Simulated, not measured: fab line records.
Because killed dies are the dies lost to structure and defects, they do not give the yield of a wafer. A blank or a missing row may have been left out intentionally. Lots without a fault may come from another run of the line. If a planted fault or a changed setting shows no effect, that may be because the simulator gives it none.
3 desks, one fault :: flow n5-finfet :: every desk sees just its own numbers, and what lay behind them comes last

METROLOGY DESK
Means of the sampled wafers that have a number, per lot and without regard to the tool the lot ran on: this is what the gauges read. Any lot whose mean is over 4 standard deviations away from the usual mean is out of limits and marked OUT; that distance is given in the brackets. Of its 12 readings 7 are shown: those that lie furthest out on some lot.
Columns: A = DIBL_N at N5_BEOL_M4_RC_MEAS_101, usual 36.5 mV/V; B = IOFF_N at N5_BEOL_M4_RC_MEAS_101, usual 0.162 nA/um; C = IOFF_P at N5_BEOL_M4_RC_MEAS_101, usual 0.221 nA/um; D = ION_N at N5_BEOL_M4_RC_MEAS_101, usual 678 uA/um; E = SS_N at N5_BEOL_M4_RC_MEAS_101, usual 71.6 mV/dec; F = VT_N at N5_BEOL_M4_RC_MEAS_101, usual 249.2 mV; G = VT_P at N5_BEOL_M4_RC_MEAS_101, usual -249 mV
lot: L598
first seen here: day 4 17:49
A: 34.1
B: 0.129
C: 0.173
D: 669
E: 71.0
F: 253.5
G: -255

lot: L600
first seen here: day 5 08:04
A: 36.6
B: 0.169
C: 0.216
D: 682
E: 71.3
F: 249.1
G: -252

lot: L603
first seen here: day 6 00:26
A: 36.9
B: 0.186
C: 0.208
D: 678
E: 72.2
F: 248.4
G: -253

lot: L605
first seen here: day 6 11:20
A: 37.6
B: 0.190
C: 0.255
D: 686
E: 71.8
F: 248.5
G: -246

lot: L614
first seen here: day 10 04:00
A: 35.3
B: 0.168
C: 0.240
D: 691
E: 71.4
F: 247.6
G: -245

lot: L613
first seen here: day 10 05:23
A: 36.3
B: 0.146
C: 0.195
D: 672
E: 71.0
F: 251.0
G: -254
Result from this desk: across the 6 lots, nothing is out of limits.

DESK OF THE TOOL OWNER: rie-diel-03
The tool's own readings at N5_SD_EPI_P_ETCH_36 (etches SiARC in CF4, target depth 45.5 nm, time 75.8 s): means of the sampled wafers that have a number, for each lot that ran on this tool. Any lot whose mean is over 4 standard deviations away from the usual mean is out of limits and marked OUT; that distance is given in the brackets.
Columns: A = bias-w at N5_SD_EPI_P_ETCH_36, usual 35.99 W; B = drypump-motor-current-A at N5_SD_EPI_P_ETCH_36, usual 5.8 A; C = etch-rf-on-time-s at N5_SD_EPI_P_ETCH_36, usual 75.8 s; D = oes-product-au at N5_SD_EPI_P_ETCH_36, usual 0.66 a.u.; E = rf-vpp-V at N5_SD_EPI_P_ETCH_36, usual 184.2 V; F = showerhead-plenum-p-Torr at N5_SD_EPI_P_ETCH_36, usual 2.14 Torr; G = throttle-valve-pct at N5_SD_EPI_P_ETCH_36, usual 15.69 %
lot: L600
first seen here: day 5 08:11
A: 36.12
B: 5.9
C: 75.6
D: 0.69
E: 184.8
F: 2.21
G: 15.69

lot: L603
first seen here: day 6 00:50
A: 37.14 (+9.6) OUT
B: 5.6
C: 75.7
D: 0.62
E: 188.3
F: 2.16
G: 15.71

lot: L605
first seen here: day 6 11:40
A: 36.55 (+4.7) OUT
B: 5.8
C: 74.9
D: 0.65
E: 186.2
F: 2.20
G: 15.75
This desk finds L603, L605 out of limits, L603 being first, at day 6 00:50 (bias-w at N5_SD_EPI_P_ETCH_36). In limits: L600.

THE DEFECT DESK
Per lot, the means of the sampled wafers with a number show what the inspections along the route counted. Any lot whose mean is over 4 standard deviations away from the usual mean is out of limits and marked OUT; that distance is given in the brackets.
Columns: A = raw-defect-count at N5_SD_EPI_P_INSPECT_11, usual 2.0
lot: L598
first seen here: day 4 17:52
A: 0.7

lot: L600
first seen here: day 5 08:07
A: 2.3

lot: L603
first seen here: day 6 00:29
A: 1.0

lot: L605
first seen here: day 6 11:23
A: 1.3

lot: L614
first seen here: day 10 04:03
A: 2.3

lot: L613
first seen here: day 10 05:29
A: 0.7
Result from this desk: across the 6 lots, nothing is out of limits.

TAKEN TOGETHER
An alarm could have come from the tool owner's desk at day 6 00:50, on L603, L605.
Nothing out of limits was seen by the metrology desk.
The defect desk saw nothing out of limits.
The metrology desk holds a record of L603, L605, inside its limits.
The defect desk has L603, L605 on record, within its limits.
Every lot named ran N5_SD_EPI_P_ETCH_36 on rie-diel-03.

WHAT THE SIMULATOR HAD INSERTED
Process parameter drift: rie-diel-03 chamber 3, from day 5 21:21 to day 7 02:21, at N5_SD_EPI_P_ETCH_36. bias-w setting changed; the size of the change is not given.
Lots struck among those shown: L603, L605.
How many hours passed from the start of the fault until each desk's first out-of-limits reading: the tool owner's desk, 3.
